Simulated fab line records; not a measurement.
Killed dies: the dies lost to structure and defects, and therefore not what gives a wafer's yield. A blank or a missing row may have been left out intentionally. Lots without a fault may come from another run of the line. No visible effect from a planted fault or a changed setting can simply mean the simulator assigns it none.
Chamber matching ; flow nand harc ; NHARC_A_STAIRCASE_CMP_472 on cmp-01: 4 sister chambers
The step polishes SiO2. 4 wafers are shown with their chamber, then 8 later ones without.

WAFERS PAIRED WITH THEIR CHAMBERS
wafer;chamber;motor current A (A)
L088.6;3;12.6
L091.1;1;12.4
L091.5;0;13.6
L093.2;2;11.0

WAFERS MISSING THEIR CHAMBER
wafer;motor current A (A)
L093.3;11.5
L093.6;11.5
L095.2;11.8
L095.3;11.5
L095.6;12.4
L095.1;12.6
L095.4;12.9
L095.5;12.0

CHAMBER TAKEN BY EACH
wafer;from the rows above;in truth
L093.3;can't be placed: 2 or 1 or 3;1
L093.6;can't be placed: 2 or 1 or 3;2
L095.2;can't be placed: 1 or 3 or 2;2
L095.3;can't be placed: 2 or 1 or 3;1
L095.6;can't be placed: 1 or 3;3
L095.1;can't be placed: 3 or 1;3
L095.4;can't be placed: 3 or 1 or 0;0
L095.5;can't be placed: 1 or 3 or 2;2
0 of 8 placed correctly. Not placeable from these rows: 8 (in 8, the candidates include the true chamber). Number placed wrongly: 0.
How it was worked out, from the rows above alone: a wafer's distance from a chamber is the root of the sum, over the readings, of the square of ((its reading less the chamber's mean) divided by the reading's scatter). The wafer belongs to the nearest chamber; if the next one is less than 2 further off, it can't be placed. For every chamber, the mean is computed from those of its wafers that are shown. The scatter (one wafer shown for each chamber): square how far every hidden wafer sits from the nearest shown wafer, average those squares and take the square root.
